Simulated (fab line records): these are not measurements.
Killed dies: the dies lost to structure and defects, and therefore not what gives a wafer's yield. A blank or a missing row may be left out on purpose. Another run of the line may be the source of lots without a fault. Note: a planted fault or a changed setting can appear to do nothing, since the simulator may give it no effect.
fab line records	flow n5-finfet
record lots=12	wafers=32	last-day=17
route steps=1938 shown BEOL_M1@825 BEOL_M2@846 BEOL_M4@1111 PASSIVATION@1936
lots untouched by any fault: they come from a run of this same line in which no faults occurred
start-h: hours from the record's opening day to when the first of the lot's shown wafers began	wait-h: time in hours since the lot's previous step	" the same as in the row above	L1.1+2: a row that stands for several wafers	- value missing, or start not given	* or withheld: withheld	< > ~ a bound
route shown NAME@n: NAME is a module with steps in the file, n the number in the route of the first one	usual: mean/standard deviation of fault-free wafers	same: alike in all rows	chamber/n: place in a boat	sites: the reading at each site	_std_site: the standard deviation of these	_edge_site: mean of outer sites minus mean of inner sites	radius-mm: how far each site lies from the wafer's centre	mask NAME#n: copy n	behind: the most recent tool/chamber to have shaped the wafer	hold: why the lot went on hold/how many hours it stayed there/how the hold came to an end	device: transistor that didn't switch, given as n, p or np	end of line: at the end of the route, the tests of the same wafers	where a step has no rows: the recipe by itself	killed: the dies lost at the first sort to structure and to defects; this is not the yield of the wafer	map: a wafer's dies, marking killed ones x, the rest . and places with no die _
set.NAME: setting as actually run; set.NAME@STEP: the setting as run at that earlier step	model.NAME: the simulator's own value behind a step, which no gauge read
route steps across a sampled set of lots; one table per step, one row per wafer
services: from which hour (start-h, from the record's first day; less than 0 if before it) a tool's chamber was out of use, for how many hours, and why
## steps
# step N5_BEOL_M1_ANNEAL_91
# recipe temp-c=400	time-s=240	ambient=vacuum
# usual heater-power-w=823/60
lot.wafer	tool	chamber	start-h	wait-h	heater-power-w
L546.2	pvd-sputter-03	-	126.63	0.0	817
L546.3	"	-	"	"	754
L548.2	pvd-sputter-03	-	134.80	0.0	770
L548.6	"	-	"	"	904
L549.2	pvd-sputter-01	-	145.58	0.0	861
L549.5	"	-	"	"	916
L549.6	"	-	"	"	741
L550.1	pvd-sputter-03	-	153.48	0.0	771
L550.3	"	-	"	"	840
L550.6	"	-	"	"	835
L552.1	pvd-sputter-03	-	158.76	0.0	888
L552.4	"	-	"	"	830
L552.5	"	-	"	"	758
L553.4	pvd-sputter-02	-	174.17	0.0	888
L553.6	"	-	"	"	882
L556.3	pvd-sputter-02	-	181.13	0.0	775
L556.4	"	-	"	"	780
L556.5	"	-	"	"	782
L559.3	pvd-sputter-03	-	202.63	0.0	891
L559.5	"	-	"	"	884
L562.1	pvd-sputter-03	-	213.84	0.0	754
L562.4	"	-	"	"	877
L562.6	"	-	"	"	893
L563.1	pvd-sputter-02	-	224.24	0.0	786
L563.3	"	-	"	"	784
L563.4	"	-	"	"	748
L566.2	pvd-sputter-02	-	244.27	0.0	787
L566.3	"	-	"	"	876
L566.5	"	-	"	"	787
L569.2	pvd-sputter-01	-	269.44	0.0	797
L569.3	"	-	"	"	874
L569.6	"	-	"	"	862
# step N5_BEOL_M1_SPUTTER_94
# recipe material=Cu	target-thk-a=45	temp-c=-20	chamber-pressure-pa=0.07	power-w=withheld	time-s=8.29
# usual substrate-temp-c=-20.00/0.11	throttle-valve-pct=29.6/1.2
lot.wafer	tool	chamber	start-h	wait-h	substrate-temp-c	throttle-valve-pct
L546.2	pvd-sputter-03	-	126.99	0.1	-19.99	32.1
L546.3	"	-	"	"	-20.06	29.6
L548.2	pvd-sputter-03	-	135.16	0.1	-19.96	29.4
L548.6	"	-	"	"	-19.71	28.9
L549.2	pvd-sputter-01	-	145.94	0.1	-20.23	30.4
L549.5	"	-	"	"	-20.04	29.5
L549.6	"	-	"	"	-19.92	28.8
L550.1	pvd-sputter-03	-	153.84	0.1	-20.08	29.5
L550.3	"	-	"	"	-19.87	31.8
L550.6	"	-	"	"	-20.03	32.0
L552.1	pvd-sputter-03	-	159.12	0.1	-19.82	29.7
L552.4	"	-	"	"	-20.01	32.0
L552.5	"	-	"	"	-20.03	29.4
L553.4	pvd-sputter-02	-	174.53	0.1	-20.16	28.9
L553.6	"	-	"	"	-20.05	29.4
L556.3	pvd-sputter-02	-	181.49	0.1	-20.11	28.5
L556.4	"	-	"	"	-19.93	28.8
L556.5	"	-	"	"	-20.10	28.6
L559.3	pvd-sputter-03	-	202.99	0.1	-20.03	29.8
L559.5	"	-	"	"	-19.81	29.7
L562.1	pvd-sputter-03	-	214.20	0.1	-20.07	29.2
L562.4	"	-	"	"	-19.95	29.9
L562.6	"	-	"	"	-19.99	28.7
L563.1	pvd-sputter-02	-	224.60	0.1	-20.04	28.7
L563.3	"	-	"	"	-20.12	28.7
L563.4	"	-	"	"	-19.98	31.0
L566.2	pvd-sputter-02	-	244.63	0.1	-20.11	28.5
L566.3	"	-	"	"	-20.02	29.0
L566.5	"	-	"	"	-20.08	28.5
L569.2	pvd-sputter-01	-	269.80	0.1	-19.86	28.2
L569.3	"	-	"	"	-19.89	30.5
L569.6	"	-	"	"	-20.02	30.7
# step N5_BEOL_M1_RS_MEAS_58
# recipe thk-meas-gauge=four-point-probe	reads=Co_of_BEOL_M1_CO_CAP_55+Cu_of_BEOL_M1_ECD_50+Co_of_BEOL_M1_CVD_47+TaN_of_BEOL_M1_ALD_84
# usual M1_RS=0.67/0.038
lot.wafer	tool	chamber	start-h	wait-h	M1_RS[ohm/sq]
L546.2	film-metro-02	-	128.26	0.1	0.63
L546.3	"	-	"	"	0.70
L548.2	film-metro-01	-	136.62	0.1	0.70
L548.6	"	-	"	"	0.64
L549.2	film-metro-02	-	147.21	0.1	0.72
L549.5	"	-	"	"	0.63
L549.6	"	-	"	"	0.66
L550.1	film-metro-01	-	155.14	0.1	0.71
L550.3	"	-	"	"	0.70
L550.6	"	-	"	"	0.70
L552.1	film-metro-02	-	160.50	0.1	0.73
L552.4	"	-	"	"	0.71
L552.5	"	-	"	"	0.69
L553.4	film-metro-01	-	175.80	0.0	0.65
L553.6	"	-	"	"	0.68
L556.3	film-metro-01	-	182.99	0.1	0.71
L556.4	"	-	"	"	0.68
L556.5	"	-	"	"	0.71
L559.3	film-metro-02	-	204.53	0.1	0.71
L559.5	"	-	"	"	0.67
L562.1	film-metro-01	-	215.50	0.1	0.67
L562.4	"	-	"	"	0.62
L562.6	"	-	"	"	0.66
L563.1	film-metro-01	-	226.03	0.0	0.66
L563.3	"	-	"	"	0.67
L563.4	"	-	"	"	0.61
L566.2	film-metro-02	-	245.91	0.1	0.65
L566.3	"	-	"	"	0.70
L566.5	"	-	"	"	0.66
L569.2	film-metro-02	-	271.20	0.1	0.69
L569.3	"	-	"	"	0.67
L569.6	"	-	"	"	0.65
# step N5_BEOL_M2_COAT_62
# recipe resist=SiARC	temp-c=220	time-s=60	spin-rpm=1500	resist-thk-nm=12
# usual resist-line-temp-C=23.03/0.1	spin-speed-rpm=1499.9/0.98
lot.wafer	tool	chamber	start-h	wait-h	resist-line-temp-C	spin-speed-rpm
L546.2	litho-track-02	0	130.55	-	23.05	1498.5
L546.3	"	0	"	"	23.13	1501.0
L548.2	litho-track-03	0	137.47	-	22.91	1500.4
L548.6	"	0	"	"	22.89	1500.0
L549.2	litho-track-03	0	149.07	-	22.95	1499.8
L549.5	"	0	"	"	22.93	1501.6
L549.6	"	0	"	"	23.05	1499.2
L550.1	litho-track-01	0	156.57	-	23.13	1499.1
L550.3	"	0	"	"	22.91	1499.5
L550.6	"	0	"	"	23.03	1499.1
L552.1	litho-track-03	0	162.58	-	23.00	1499.6
L552.4	"	0	"	"	23.17	1499.9
L552.5	"	0	"	"	23.03	1500.8
L553.4	litho-track-01	0	176.32	-	22.99	1500.4
L553.6	"	0	"	"	23.22	1499.7
L556.3	litho-track-01	0	183.58	-	23.10	1499.6
L556.4	"	0	"	"	23.18	1501.1
L556.5	"	0	"	"	23.21	1500.5
L559.3	litho-track-01	0	205.71	-	22.92	1499.9
L559.5	"	0	"	"	23.01	1500.4
L562.1	litho-track-02	0	217.68	-	23.09	1500.0
L562.4	"	0	"	"	23.15	1498.6
L562.6	"	0	"	"	23.07	1498.5
L563.1	litho-track-02	0	227.66	-	22.95	1628.3
L563.3	"	0	"	"	23.00	1627.6
L563.4	"	0	"	"	23.07	1628.2
L566.2	litho-track-02	0	246.49	-	23.20	1627.3
L566.3	"	0	"	"	23.12	1626.1
L566.5	"	0	"	"	23.22	1625.5
L569.2	litho-track-01	0	272.53	-	23.11	1499.3
L569.3	"	0	"	"	22.97	1498.3
L569.6	"	0	"	"	23.11	1499.3
# step N5_BEOL_M4_RC_MEAS_101
# usual DIBL_N=36.3/1.6	DIBL_P=36.2/2.1	IOFF_N=0.16/0.031	IOFF_P=0.21/0.034	ION_N=673/11	ION_P=461/7.4	SS_N=71.6/0.55	SS_P=73.3/0.66	VT_N=251/3.2	VT_P=-251/3.5
lot.wafer	tool	chamber	start-h	wait-h	DIBL_N[mV/V]	DIBL_P[mV/V]	IOFF_N[nA/um]	IOFF_P[nA/um]	ION_N[uA/um]	ION_P[uA/um]	SS_N[mV/dec]	SS_P[mV/dec]	VT_N[mV]	VT_P[mV]
L546.2	prober-02	0	157.00	0.2	36.6	35.7	0.16	0.23	678	469	72.4	73.7	250	-252
L546.3	"	0	"	"	34.4	33.3	0.13	0.19	683	473	71.6	73.3	252	-250
L548.2	prober-02	0	163.25	0.2	33.4	33.4	0.12	0.15	664	452	70.8	72.9	258	-254
L548.6	"	0	"	"	35.0	36.1	0.15	0.20	661	453	71.6	73.3	249	-251
L549.2	prober-01	0	180.04	0.2	37.1	37.1	0.18	0.21	673	458	72.1	74.2	248	-250
L549.5	"	0	"	"	34.0	33.1	0.12	0.16	648	447	71.8	72.7	254	-255
L549.6	"	0	"	"	35.2	35.2	0.15	0.18	679	456	72.0	73.1	250	-254
L550.1	prober-02	0	185.05	0.0	36.0	35.8	0.14	0.22	661	460	72.0	73.4	255	-250
L550.3	"	0	"	"	38.8	39.2	0.20	0.28	679	467	71.9	74.3	249	-244
L550.6	"	0	"	"	38.9	39.4	0.19	0.28	675	473	72.2	74.7	248	-244
L552.1	prober-01	0	192.87	0.0	39.4	39.1	0.25	0.27	681	460	72.0	74.2	244	-247
L552.4	"	0	"	"	39.9	40.1	0.24	0.28	683	461	72.9	74.2	245	-247
L552.5	"	0	"	"	40.0	39.6	0.26	0.28	683	464	72.5	73.5	246	-248
L553.4	prober-01	0	205.19	0.5	34.9	34.1	0.12	0.17	655	452	70.8	72.7	253	-255
L553.6	"	0	"	"	36.1	35.5	0.14	0.18	669	454	71.9	72.6	255	-254
L556.3	prober-01	0	211.20	0.3	34.6	34.2	0.14	0.17	675	458	71.9	73.1	252	-255
L556.4	"	0	"	"	36.0	36.7	0.18	0.20	683	469	71.6	73.8	249	-251
L556.5	"	0	"	"	35.9	36.5	0.17	0.20	694	469	72.3	74.3	249	-252
L559.3	prober-01	0	236.62	0.3	38.2	37.3	0.17	0.19	673	450	72.4	73.8	249	-257
L559.5	"	0	"	"	35.9	35.5	0.14	0.17	669	451	70.9	72.5	252	-256
L562.1	prober-02	0	245.44	0.0	37.3	38.7	0.19	0.27	687	475	71.9	73.0	245	-241
L562.4	"	0	"	"	33.8	33.8	0.12	0.20	680	476	70.7	72.2	252	-248
L562.6	"	0	"	"	35.9	36.8	0.17	0.24	680	469	71.6	73.1	247	-244
L563.1	prober-02	0	253.81	0.0	36.2	33.6	0.13	0.19	663	451	71.1	72.5	253	-255
L563.3	"	0	"	"	38.6	36.5	0.18	0.23	679	464	71.7	73.8	252	-248
L563.4	"	0	"	"	35.8	33.4	0.13	0.19	653	456	71.4	73.3	253	-254
L566.2	prober-01	0	273.49	0.2	36.9	37.1	0.16	0.18	670	454	71.6	73.1	251	-258
L566.3	"	0	"	"	33.8	33.7	0.11	0.13	662	446	70.9	72.7	256	-262
L566.5	"	0	"	"	36.6	37.1	0.16	0.17	682	459	71.5	73.2	249	-258
L569.2	prober-01	0	298.01	0.2	37.9	38.5	0.19	0.23	687	466	71.7	74.6	248	-249
L569.3	"	0	"	"	39.1	41.1	0.23	0.28	697	472	73.3	74.0	245	-248
L569.6	"	0	"	"	39.1	41.7	0.25	0.29	708	478	72.5	74.3	243	-248
# step N5_PASSIVATION_PROBE_49
# usual defect-limited-yield=91.5/1.5	killed_at_M0_to_M3=32/9.4	killed_at_M4_up=12/5.1	killed-at-contacts=11/7.4	killed-at-front-end=41/11	killed-at-other=3.4/2.5	killed-dies=100/17	killed-open=65/14	killed-short=33/7	sort_bin_4_leakage=0.00/0.01	sort_bin_5_function=4.9/0.96	sort_bin_6_memory=3.1/0.7	sort_bin_8_speed=0.00/0.01	sort-n-pass=1080/17	sort-yield-pct=91.5/1.5
# same gross-dies=1180	killed-at-back-side=0
lot.wafer	tool	chamber	start-h	wait-h	defect-limited-yield[%]	killed_at_M0_to_M3	killed_at_M4_up	killed-at-contacts	killed-at-front-end	killed-at-other	killed-dies	killed-open	killed-short	sort_bin_4_leakage[%]	sort_bin_5_function[%]	sort_bin_6_memory[%]	sort_bin_8_speed[%]	sort-n-pass	sort-yield-pct[%]
L548.2	prober-01	-	255.74	0.1	93.4	26	13	9	27	3	78	48	28	0	3.6	2.8	0	1102	93.4
L548.6	prober-01	-	255.94	0.3	92.1	35	6	10	37	5	93	64	29	0	4.7	3.0	0	1087	92.1
L553.4	prober-02	-	297.76	0.2	89.3	35	25	13	46	7	126	81	45	0	7.4	3.1	0	1054	89.3
L553.6	prober-02	-	297.86	0.3	92.0	25	12	8	44	5	94	62	24	0	4.2	3.0	0	1086	92.0
L556.3	prober-02	-	305.21	0.1	88.7	40	15	6	71	1	133	99	34	0	7.1	3.6	0	1047	88.7
L556.4	prober-02	-	305.26	0.2	90.3	49	23	11	29	2	114	74	40	0	6.6	2.9	0	1066	90.3
L556.5	prober-02	-	305.31	0.2	89.3	46	7	4	69	0	126	89	33	0	5.8	4.2	0	1054	89.3
L559.3	prober-01	-	326.49	0.1	90.1	40	2	11	61	3	117	78	30	0	5.6	2.9	0	1063	90.1
L559.5	prober-01	-	326.59	0.2	91.0	28	9	5	60	4	106	75	31	0	4.7	3.9	0	1074	91.0
L562.1	prober-02	-	342.71	0.0	93.7	18	8	7	40	1	74	43	30	0	3.7	2.4	0	1106	93.7
L562.4	prober-02	-	342.86	0.2	92.6	29	18	5	34	1	87	57	28	0	4.5	2.6	0	1093	92.6
L562.6	prober-02	-	342.96	0.3	93.2	22	12	4	41	1	80	56	24	0	3.5	2.8	0	1100	93.2
L563.1	prober-02	-	350.99	0.0	91.8	50	12	4	27	4	97	57	34	0	5.1	2.4	0	1083	91.8
L563.3	prober-02	-	351.09	0.1	92.2	32	17	11	24	8	92	59	31	0	3.9	3.9	0	1088	92.2
L563.4	prober-02	-	351.14	0.2	91.8	44	11	7	31	4	97	60	30	0	4.5	2.9	0	1083	91.8
L566.2	prober-01	-	359.84	0.1	93.0	19	2	8	49	5	83	51	32	0	3.6	3.0	0	1097	93.0
L566.3	prober-01	-	359.89	0.1	92.4	38	6	10	34	2	90	62	26	0	4.7	2.5	0	1090	92.4
L566.5	prober-01	-	359.99	0.2	93.9	31	4	5	31	1	72	47	25	0	3.3	2.7	0	1108	93.9
L569.2	prober-02	-	401.10	0.1	93.4	19	11	1	45	2	78	46	32	0	3.9	2.4	0	1102	93.4
L569.3	prober-02	-	401.15	0.1	92.3	36	14	8	33	0	91	62	29	0	4.9	2.5	0	1089	92.3
L569.6	prober-02	-	401.30	0.3	93.1	39	13	4	23	2	81	53	27	0	4.2	2.3	0	1099	93.1
# killed by level:class
L548.2 BEOL_M2:geometric-particle:open=8 DUMMY_GATE:geometric-particle:open=5 MOL_CONTACT_COAG:geometric-particle:open=5 BEOL_M1:geometric-particle:open=5 STI_FIN_REVEAL:geometric-particle:open=4 MOL_CONTACT_COAG:geometric-particle:short=4 BEOL_M4:geometric-particle:open=4 FIN_SAQP:geometric-particle:short=3
L548.6 BEOL_M2:geometric-particle:open=15 MOL_CONTACT_COAG:geometric-particle:open=9 DUMMY_GATE:geometric-particle:open=7 BEOL_M0_SAQP:geometric-particle:short=7 BEOL_M1:geometric-particle:open=7 ILD0:geometric-particle:short=6 STARTING-WAFER:geometric-particle:open=6 STI_FIN_REVEAL:geometric-particle:open=4
L553.4 FIN_SAQP:geometric-particle:short=13 STI_FIN_REVEAL:geometric-particle:open=13 BEOL_M4:geometric-particle:open=13 MOL_CONTACT_COAG:geometric-particle:open=10 BEOL_M0_SAQP:geometric-particle:short=8 BEOL_M3:geometric-particle:open=7 BEOL_M1:geometric-particle:open=6 FIN_SAQP:geometric-particle:open=5
L553.6 BEOL_M3:geometric-particle:open=13 MOL_CONTACT_COAG:geometric-particle:open=8 FIN_SAQP:geometric-particle:short=5 FIN_SAQP:geometric-particle:open=5 HKMG_FIN:area-etch=5 SPACER0:geometric-particle:short=4 BEOL_M4:geometric-particle:open=4 STI_FIN_REVEAL:geometric-particle:open=3
L556.3 FIN_SAQP:geometric-particle:open=24 BEOL_M1:geometric-particle:open=12 STI_FIN_REVEAL:geometric-particle:open=11 BEOL_M2:geometric-particle:open=9 FIN_SAQP:geometric-particle:short=7 STI_FIN_REVEAL:geometric-particle:short=7 BEOL_M0_SAQP:geometric-particle:open=7 GATE_CUT:geometric-particle:open=6
L556.4 BEOL_M0_SAQP:geometric-particle:open=14 BEOL_M0_SAQP:geometric-particle:short=13 BEOL_M4:geometric-particle:open=13 BEOL_M2:geometric-particle:open=10 FIN_SAQP:geometric-particle:open=9 MOL_CONTACT_COAG:geometric-particle:open=7 STI_FIN_REVEAL:geometric-particle:open=5 BEOL_M5:geometric-particle:open=5
L556.5 BEOL_M2:geometric-particle:open=22 FIN_SAQP:geometric-particle:open=20 FIN_SAQP:geometric-particle:short=14 BEOL_M0_SAQP:geometric-particle:open=8 BEOL_M1:geometric-particle:open=7 GATE_CUT:geometric-particle:short=7 STI_FIN_REVEAL:geometric-particle:open=6 DUMMY_GATE:geometric-particle:open=5
L559.3 FIN_SAQP:geometric-particle:open=17 BEOL_M2:geometric-particle:open=12 STI_FIN_REVEAL:geometric-particle:open=9 MOL_CONTACT_COAG:geometric-particle:open=9 HKMG_FIN:area-etch=9 BEOL_M3:geometric-particle:open=8 FIN_SAQP:geometric-particle:short=7 DUMMY_GATE:geometric-particle:open=7
L559.5 FIN_SAQP:geometric-particle:open=19 STI_FIN_REVEAL:geometric-particle:open=17 FIN_SAQP:geometric-particle:short=11 BEOL_M0_SAQP:geometric-particle:open=9 BEOL_M3:geometric-particle:open=6 STI_FIN_REVEAL:geometric-particle:short=5 BEOL_M0_SAQP:geometric-particle:short=5 BEOL_M4:geometric-particle:open=5
L562.1 BEOL_M2:geometric-particle:open=9 STARTING-WAFER:geometric-particle:short=7 GATE_CUT:geometric-particle:short=7 STI_FIN_REVEAL:geometric-particle:open=6 MOL_CONTACT_COAG:geometric-particle:open=5 DUMMY_GATE:geometric-particle:open=4 FIN_SAQP:geometric-particle:short=3 FIN_SAQP:geometric-particle:open=3
L562.4 GATE_CUT:geometric-particle:short=11 BEOL_M4:geometric-particle:open=11 BEOL_M2:geometric-particle:open=10 GATE_CUT:geometric-particle:open=7 BEOL_M0_SAQP:geometric-particle:open=6 STI_FIN_REVEAL:geometric-particle:open=5 MOL_CONTACT_COAG:geometric-particle:open=4 BEOL_M0_SAQP:geometric-particle:short=4
L562.6 BEOL_M2:geometric-particle:open=14 FIN_SAQP:geometric-particle:open=12 BEOL_M4:geometric-particle:open=6 FIN_SAQP:geometric-particle:short=4 DUMMY_GATE:geometric-particle:open=4 GATE_CUT:geometric-particle:short=4 BEOL_M7:geometric-particle:open=4 GATE_CUT:geometric-particle:open=3
L563.1 BEOL_M0_SAQP:geometric-particle:short=15 BEOL_M0_SAQP:geometric-particle:open=11 BEOL_M4:geometric-particle:open=7 BEOL_M1:geometric-particle:open=6 HKMG_FIN:area-etch=6 STI_FIN_REVEAL:geometric-particle:open=5 BEOL_M3:geometric-particle:open=5 MOL_CONTACT_COAG:geometric-particle:open=4
L563.3 BEOL_M0_SAQP:geometric-particle:open=12 BEOL_M3:geometric-particle:open=11 FIN_SAQP:geometric-particle:short=7 MOL_CONTACT_COAG:geometric-particle:open=7 PAD_METAL:geometric-particle:short=7 FIN_SAQP:geometric-particle:open=6 BEOL_M5:geometric-particle:open=5 MOL_CONTACT_COAG:geometric-particle:short=4
L563.4 BEOL_M1:geometric-particle:open=16 FIN_SAQP:geometric-particle:short=8 BEOL_M3:geometric-particle:open=8 MOL_CONTACT_COAG:geometric-particle:open=6 BEOL_M0_SAQP:geometric-particle:open=6 HKMG_FIN:area-etch=6 FIN_SAQP:geometric-particle:open=5 BEOL_M0_SAQP:geometric-particle:short=5
L566.2 STI_FIN_REVEAL:geometric-particle:open=9 GATE_CUT:geometric-particle:short=9 MOL_CONTACT_COAG:geometric-particle:open=8 BEOL_M2:geometric-particle:open=7 FIN_SAQP:geometric-particle:open=6 BEOL_M0_SAQP:geometric-particle:short=6 BEOL_M0_SAQP:geometric-particle:open=5 FIN_SAQP:geometric-particle:short=4
L566.3 BEOL_M2:geometric-particle:open=15 STI_FIN_REVEAL:geometric-particle:open=8 MOL_CONTACT_COAG:geometric-particle:open=6 BEOL_M1:geometric-particle:open=5 BEOL_M1:geometric-particle:short=5 FIN_SAQP:geometric-particle:short=4 SPACER0:geometric-particle:open=4 GATE_CUT:geometric-particle:short=4
L566.5 FIN_SAQP:geometric-particle:open=8 BEOL_M0_SAQP:geometric-particle:open=8 BEOL_M3:geometric-particle:open=7 BEOL_M2:geometric-particle:open=6 GATE_CUT:geometric-particle:short=5 MOL_CONTACT_COAG:geometric-particle:open=4 FIN_SAQP:geometric-particle:short=3 STI_FIN_REVEAL:geometric-particle:open=3
L569.2 FIN_SAQP:geometric-particle:short=17 FIN_SAQP:geometric-particle:open=14 BEOL_M0_SAQP:geometric-particle:short=5 BEOL_M0_SAQP:geometric-particle:open=4 BEOL_M1:geometric-particle:open=4 BEOL_M3:geometric-particle:open=4 STI_FIN_REVEAL:geometric-particle:short=3 BEOL_M4:geometric-particle:open=3
L569.3 BEOL_M0_SAQP:geometric-particle:open=12 FIN_SAQP:geometric-particle:short=8 BEOL_M4:geometric-particle:open=8 FIN_SAQP:geometric-particle:open=6 DUMMY_GATE:geometric-particle:open=6 MOL_CONTACT_COAG:geometric-particle:open=5 BEOL_M0_SAQP:geometric-particle:short=5 BEOL_M1:geometric-particle:short=5
L569.6 BEOL_M0_SAQP:geometric-particle:open=10 BEOL_M3:geometric-particle:open=8 DUMMY_GATE:geometric-particle:open=7 BEOL_M1:geometric-particle:open=6 BEOL_M1:geometric-particle:short=5 BEOL_M4:geometric-particle:open=5 MOL_CONTACT_COAG:geometric-particle:open=4 GATE_CUT:geometric-particle:short=4
## services
tool	chamber	start-h	hours	kind
pvd-sputter-03	-	116.95	1.2	repair
litho-track-03	-	117.53	-	consumable-replace:filter
litho-track-02	-	167.19	-	consumable-replace:filter
## key
first-sign step=N5_BEOL_M2_COAT_62	reading=spin-speed-rpm	direction=up	sigmas=99+	usual=*	struck=*
effect none on later readings
met-at N5_BEOL_M2_COAT_62
struck-lots L563,L566
not-acting-at N5_BEOL_M1_ANNEAL_91,N5_BEOL_M1_SPUTTER_94,N5_BEOL_M1_RS_MEAS_58
onset-between 217.68 227.66
fault kind=process-parameter-drift	tool=litho-track-02	chamber=-	onset-h=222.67	steps=N5_BEOL_M2_COAT_62	channel=spin-rpm	offset=*	shape=step	end-h=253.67	acts-in=*	stated=*
